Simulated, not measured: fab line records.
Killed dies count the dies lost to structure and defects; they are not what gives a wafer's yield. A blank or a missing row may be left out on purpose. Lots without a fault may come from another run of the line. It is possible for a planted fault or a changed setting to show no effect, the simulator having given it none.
Matching of chambers -- flow nand_harc -- NHARC_A_CHANNEL_FILL_D1_ETCHBACK_20 on rie_diel-10 has 4 sister chambers
The step etches the open film in C4F8/O2/Ar, target depth 27 nm, time 13.5 s. 8 wafers are shown with their chamber, then 8 later ones without.

== WAFERS PAIRED WITH THEIR CHAMBERS ==
wafer,chamber,rf_vpp_V (V),oes_product_au (a.u.)
L220.1,3,980,1.01
L231.3,0,978,0.93
L231.5,1,987,0.92
L231.6,2,971,0.91
L233.3,3,978,0.93
L233.4,2,972,0.92
L233.5,1,989,0.93
L235.1,0,979,0.93

== WAFERS WITH NO CHAMBER GIVEN ==
wafer,rf_vpp_V (V),oes_product_au (a.u.)
L235.3,989,0.92
L235.5,988,0.92
L239.1,988,0.92
L239.2,980,0.93
L239.6,989,0.92
L237.1,978,1.01
L237.3,979,0.99
L237.5,978,1.00

== WHICH CHAMBER EACH WENT THROUGH ==
wafer,from the rows above,in truth
L235.3,1,1
L235.5,1,1
L239.1,1,1
L239.2,can't be placed: 0 or 3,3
L239.6,1,1
L237.1,can't be placed: 3 or 0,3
L237.3,can't be placed: 3 or 0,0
L237.5,can't be placed: 3 or 0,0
4 of 8 placed correctly. Unplaceable from these rows: 4, with the true chamber sitting among the candidates in 4. Placed wrongly: 0.
How it was worked out, from the rows above alone: a wafer's distance from a chamber is the root of the sum, over the readings, of the square of ((its reading less the chamber's mean) divided by the reading's scatter). The wafer belongs to the nearest chamber; if the next one is less than 2 further off, it can't be placed. The mean given for a chamber averages the wafers shown for that chamber. How the scatter is found: for the shown wafers, subtract from each reading the mean of its chamber, square and add these, divide the total by (wafers less chambers), then take the root.
